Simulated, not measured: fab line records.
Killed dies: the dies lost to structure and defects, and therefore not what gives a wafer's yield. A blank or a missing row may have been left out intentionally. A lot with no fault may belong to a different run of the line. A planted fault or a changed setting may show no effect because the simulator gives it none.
Which tool was responsible? :: flow nandHarc :: 7 lots, 21 wafers sampled, at 4 steps of a route of 1159

WHAT THE GAUGES READ, wafer by wafer
NHARC_A_ONON_D1_THK_MEAS_11: measures by ellipsometry.
lot: L984
measured: day 8 01:53
on: filmMetro-01
thkNm (nm): 996 997 997

lot: L986
measured: day 8 11:39
on: filmMetro-02
thkNm (nm): 1004 1001 1003

lot: L990
measured: day 9 06:42
on: filmMetro-02
thkNm (nm): 314 313 315

lot: L991
measured: day 9 14:02
on: filmMetro-02
thkNm (nm): 312 310 312

lot: L103
measured: day 12 07:57
on: filmMetro-02
thkNm (nm): 990 989 989

lot: L101
measured: day 12 07:53
on: filmMetro-02
thkNm (nm): 995 998 996

lot: L106
measured: day 13 09:44
on: filmMetro-01
thkNm (nm): 1001 1002 1004

EACH LOT AND THE TOOL THAT RAN IT (in order: tool; ch and the chambers of the sampled wafers; start)
lot: L984
NHARC_P_BONDPAD_DESCUM_11: rieDiel-02 ch 1,3, day 6 21:13
NHARC_P_BONDPAD_PVD_17: pvdSputter-01, day 8 01:22 or earlier
NHARC_A_ONON_D1_DEP_09: pecvdOnon-04 ch 0, day 8 01:22

lot: L986
NHARC_P_BONDPAD_DESCUM_11: rieDiel-07 ch 0,1,3, day 7 07:09
NHARC_P_BONDPAD_PVD_17: pvdSputter-03, day 8 11:08 or earlier
NHARC_A_ONON_D1_DEP_09: pecvdOnon-02 ch 0, day 8 11:08

lot: L990
NHARC_P_BONDPAD_DESCUM_11: rieDiel-02 ch 0,2, day 8 00:02
NHARC_P_BONDPAD_PVD_17: pvdSputter-03, day 9 06:11 or earlier
NHARC_A_ONON_D1_DEP_09: pecvdOnon-02 ch 0, day 9 06:11

lot: L991
NHARC_P_BONDPAD_DESCUM_11: rieDiel-02 ch 0,1,3, day 8 07:56
NHARC_P_BONDPAD_PVD_17: pvdSputter-01, day 9 13:30 or earlier
NHARC_A_ONON_D1_DEP_09: pecvdOnon-02 ch 0, day 9 13:30

lot: L103
NHARC_P_BONDPAD_DESCUM_11: rieDiel-02 ch 0,2,3, day 11 03:38
NHARC_P_BONDPAD_PVD_17: pvdSputter-01, day 12 07:25 or earlier
NHARC_A_ONON_D1_DEP_09: pecvdOnon-02 ch 0, day 12 07:25

lot: L101
NHARC_P_BONDPAD_DESCUM_11: rieDiel-02 ch 1,3, day 11 05:55
NHARC_P_BONDPAD_PVD_17: pvdSputter-03, day 12 07:26 or earlier
NHARC_A_ONON_D1_DEP_09: pecvdOnon-03 ch 0, day 12 07:26

lot: L106
NHARC_P_BONDPAD_DESCUM_11: rieDiel-10 ch 1,2,3, day 12 04:10
NHARC_P_BONDPAD_PVD_17: pvdSputter-01, day 13 09:24 or earlier
NHARC_A_ONON_D1_DEP_09: pecvdOnon-03 ch 0, day 13 09:24
- NHARC_P_BONDPAD_DESCUM_11: chemistry O2, time 3 s.
- NHARC_P_BONDPAD_PVD_17: deposits TaN, target thk 5 nm, time 8.06 s.
- NHARC_A_ONON_D1_DEP_09: target thk 1000 nm.

THE ANSWER, worked out from the rows above alone
Rule: the usual values come from the lots themselves. Put in order of their means at a reading, lots are off if they are a third of the lots or fewer, leave a main group of 4 or more, and stand apart from it by a gap of 3 or more times the standard deviation of the main group's means; of several such gaps the widest counts. A main group is skipped when, at the precision printed for the reading in the tables above, its means are all equal. Also off: a lot with no number at a reading for which 4 or more lots have one. Where the step has rows for the other lots, those lots are counted as sound.
Off: L990, L991 (NHARC_A_ONON_D1_THK_MEAS_11, thkNm). Main group: mean 997 nm, sd 4.9.
If a tool, at a process step before that reading, ran all the lots that are off and no sound lot after the first of them, it fits. The gauges at NHARC_A_ONON_D1_THK_MEAS_11 are tried like those tools. NHARC_P_BONDPAD_PVD_17: start missing for some lots; hours and lot order therefore follow NHARC_A_ONON_D1_DEP_09. Of those tried, none fits.

WHAT HAD BEEN PUT IN BY THE SIMULATOR
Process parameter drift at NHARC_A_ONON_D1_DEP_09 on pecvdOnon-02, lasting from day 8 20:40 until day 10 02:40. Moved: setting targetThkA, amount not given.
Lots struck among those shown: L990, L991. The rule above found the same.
